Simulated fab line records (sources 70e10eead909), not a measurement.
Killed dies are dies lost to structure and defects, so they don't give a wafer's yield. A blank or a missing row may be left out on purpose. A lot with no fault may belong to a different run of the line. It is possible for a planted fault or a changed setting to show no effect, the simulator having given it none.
Which of the tools did it? -- flow nand harc -- 11 lots, 33 wafers sampled, at 5 steps of a route of 1302

== WHAT THE GAUGES READ, wafer by wafer ==
No reading from a measuring or inspecting step in the record can be judged against a usual standard deviation.

== WHAT TOOL EACH LOT RAN ON (gives the tool, then ch and the chambers of the sampled wafers, and finally the start) ==
lot,NHARC_A_CHANNEL_HOLE_D2_ETCH_25,NHARC_A_CHANNEL_HOLE_D2_ETCH_27,NHARC_A_CHANNEL_FILL_D2_ALD_15,NHARC_A_CHANNEL_FILL_D2_ALD_16,NHARC_A_CHANNEL_FILL_D2_ETCHBACK_19
L768,"har etch-01 ch 0,1, day 13 18:58","har etch-01 ch 0,1, day 13 19:55","ald sin batch-02 ch 0, day 14 08:52","ald hk-02 ch 0,2, day 14 11:06","rie si-02 ch 1,3, day 14 22:22"
L769,"har etch-01 ch 0,1, day 14 14:47","har etch-01 ch 0,1, day 14 15:53","ald sin batch-02 ch 0, day 15 03:58","ald hk-02 ch 0,1,2, day 15 06:02","rie si-03 ch 2,3, day 15 17:54"
L772,"har etch-02 ch 0,1, day 15 01:38","har etch-02 ch 0,1, day 15 02:43","ald sin batch-02 ch 0, day 15 14:49","ald hk-03 ch 0,1,2, day 15 16:58","rie si-03 ch 0,3, day 16 04:50"
L770,"har etch-01 ch 0,1, day 15 03:52","har etch-01 ch 0,1, day 15 04:49","ald sin batch-01 ch 0, day 15 18:10","ald hk-01 ch 0,1, day 15 20:13","rie si-02 ch 0,1,3, day 16 07:46"
L771,"har etch-02 ch 0,1, day 15 05:56","har etch-02 ch 0,1, day 15 06:53","ald sin batch-01 ch 0, day 15 18:10","ald hk-03 ch 2,3, day 15 20:13","rie si-03 ch 2,3, day 16 07:46"
L779,"har etch-01 ch 0,1, day 18 20:30","har etch-01 ch 0,1, day 18 21:35","ald sin batch-01 ch 0, day 19 09:37","ald hk-01 ch 0,1,3, day 19 15:18","rie si-04 ch 0,2,3, day 20 03:38"
L780,"har etch-01 ch 0,1, day 19 13:51","har etch-01 ch 0,1, day 19 14:55","ald sin batch-01 ch 0, day 20 02:16","ald hk-01 ch 1,2,3, day 20 04:19","rie si-02 ch 0,2,3, day 20 15:40"
L788,"har etch-01 ch 0,1, day 22 00:27","har etch-01 ch 0,1, day 22 01:25","ald sin batch-03 ch 0, day 22 16:13","ald hk-01 ch 1,3, day 22 18:19","rie si-04 ch 0,3, day 23 05:35"
L787,"har etch-02 ch 0,1, day 22 00:48","har etch-02 ch 0,1, day 22 01:46","ald sin batch-03 ch 0, day 22 16:13","ald hk-02 ch 0,2,3, day 22 18:19","rie si-02 ch 0,1,2, day 23 05:37"
L789,"har etch-01 ch 0,1, day 22 04:28","har etch-01 ch 0,1, day 22 05:32","ald sin batch-03 ch 0, day 22 16:13","ald hk-03 ch 0,1,3, day 22 18:19","rie si-03 ch 0,2,3, day 23 05:35"
L790,"har etch-02 ch 0,1, day 22 22:58","har etch-02 ch 0,1, day 22 23:56","ald sin batch-02 ch 0, day 23 11:58","ald hk-02 ch 1,2,3, day 23 14:01","rie si-02 ch 1,3, day 24 02:57"
- NHARC_A_CHANNEL_HOLE_D2_ETCH_25: etches the open film in C4F8/O2/Ar, time 1040.2 s, target depth 1500 nm.
- NHARC_A_CHANNEL_HOLE_D2_ETCH_27: etches the open film in C4F8/O2/Ar, time 90 s, target depth 400 nm.
- NHARC_A_CHANNEL_FILL_D2_ALD_15: deposits SiNx, target thk 2 nm, pulse time 60 s, ald cycles 19.
- NHARC_A_CHANNEL_FILL_D2_ALD_16: deposits SiO2, target thk 1.5 nm, pulse time 10 s, ald cycles 15.
- NHARC_A_CHANNEL_FILL_D2_ETCHBACK_19: etches the open film in HBr/Cl2, target depth 5 nm, time 1.7 s.

== WHAT THE TOOLS THEMSELVES READ (means of the sampled wafers that have a number; where no wafer has one, the mark that the record gives instead) ==
NHARC_A_CHANNEL_HOLE_D2_ETCH_25. Usual: drypump motor current A 5.3 A, standard deviation 0.46; showerhead plenum p Torr 3.60 Torr, standard deviation 0.14; throttle valve pct 32.235 %, standard deviation 0.0084.
lot,tool,drypump motor current A (A),showerhead plenum p Torr (Torr),throttle valve pct (%),flag
L768,har etch-01,5.3,3.53,32.231,
L769,har etch-01,5.1,3.57,32.236,
L772,har etch-02,5.2,3.63,32.238,
L770,har etch-01,5.3,3.52,32.242,
L771,har etch-02,5.6,3.67,32.222,
L779,har etch-01,5.0,3.54,32.231,
L780,har etch-01,5.0,3.53,32.239,
L788,har etch-01,5.3,3.47,32.234,
L787,har etch-02,5.6,3.74,32.239,
L789,har etch-01,5.1,3.51,32.239,
L790,har etch-02,5.2,3.81,32.232,

NHARC_A_CHANNEL_HOLE_D2_ETCH_27. Usual: drypump motor current A 5.3 A, standard deviation 0.46; showerhead plenum p Torr 3.64 Torr, standard deviation 0.15; throttle valve pct 27.620 %, standard deviation 0.0088.
lot,tool,drypump motor current A (A),showerhead plenum p Torr (Torr),throttle valve pct (%),flag
L768,har etch-01,5.3,3.56,27.622,
L769,har etch-01,5.1,3.61,27.621,
L772,har etch-02,5.2,3.67,27.622,
L770,har etch-01,5.3,3.55,27.619,
L771,har etch-02,5.5,3.72,27.619,
L779,har etch-01,5.1,3.58,27.623,
L780,har etch-01,5.0,3.57,27.616,
L788,har etch-01,5.3,3.50,27.615,
L787,har etch-02,5.5,3.78,27.625,
L789,har etch-01,5.1,3.55,27.625,
L790,har etch-02,5.2,3.85,27.623,

NHARC_A_CHANNEL_FILL_D2_ALD_15. Usual: 1.000 for precursor pulse height rel, sd 0.019.
lot,tool,precursor pulse height rel,flag
L768,ald sin batch-02,1.010,
L769,ald sin batch-02,1.000,
L772,ald sin batch-02,1.004,
L770,ald sin batch-01,0.995,
L771,ald sin batch-01,0.979,
L779,ald sin batch-01,1.012,
L780,ald sin batch-01,0.999,
L788,ald sin batch-03,0.990,
L787,ald sin batch-03,1.000,
L789,ald sin batch-03,0.997,
L790,ald sin batch-02,1.013,

NHARC_A_CHANNEL_FILL_D2_ALD_16. Usual: heater power w 462 W, standard deviation 49; precursor pulse height rel 1.000, standard deviation 0.018.
lot,tool,heater power w (W),precursor pulse height rel,flag
L768,ald hk-02,499,0.991,
L769,ald hk-02,480,1.024,
L772,ald hk-03,508,1.004,
L770,ald hk-01,385,1.000,
L771,ald hk-03,504,1.010,
L779,ald hk-01,385,1.010,
L780,ald hk-01,389,0.995,
L788,ald hk-01,382,0.989,
L787,ald hk-02,481,0.986,
L789,ald hk-03,484,0.994,
L790,ald hk-02,473,0.997,

NHARC_A_CHANNEL_FILL_D2_ETCHBACK_19. Usual: drypump motor current A 5.7 A, standard deviation 0.38; oes product au 1.005 a.u., standard deviation 0.014; throttle valve pct 26.406 %, standard deviation 0.0083.
lot,tool,drypump motor current A (A),oes product au (a.u.),throttle valve pct (%),flag
L768,rie si-02,5.3,1.007,26.406,
L769,rie si-03,5.8,1.008,26.402,
L772,rie si-03,5.3,1.013,26.411,
L770,rie si-02,5.5,1.004,26.397,
L771,rie si-03,5.8,1.008,26.404,
L779,rie si-04,5.8,1.005,26.410,
L780,rie si-02,5.7,1.008,26.408,
L788,rie si-04,6.0,0.998,26.398,
L787,rie si-02,5.4,1.006,26.414,
L789,rie si-03,5.6,1.003,26.414,
L790,rie si-02,5.3,0.996,26.408,

== THE ANSWER, worked out from the rows above alone ==
Rule: lot off if the mean of its wafers having a number is beyond 3 standard deviations from the usual mean. A lot without any number at a reading at which 4 lots or more have one is off too. Any other lot the step has rows for is counted as sound. After the gauges, taken in route order, come the tools' own readings; for these a lot's mean is taken, as printed above. The first step at which some lot is off is used, and at that step the reading that is off furthest; a lot without a number counts as furthest.
No lot is off on any of the readings shown, so nothing can be concluded from this.

== WHAT HAD BEEN PUT IN BY THE SIMULATOR ==
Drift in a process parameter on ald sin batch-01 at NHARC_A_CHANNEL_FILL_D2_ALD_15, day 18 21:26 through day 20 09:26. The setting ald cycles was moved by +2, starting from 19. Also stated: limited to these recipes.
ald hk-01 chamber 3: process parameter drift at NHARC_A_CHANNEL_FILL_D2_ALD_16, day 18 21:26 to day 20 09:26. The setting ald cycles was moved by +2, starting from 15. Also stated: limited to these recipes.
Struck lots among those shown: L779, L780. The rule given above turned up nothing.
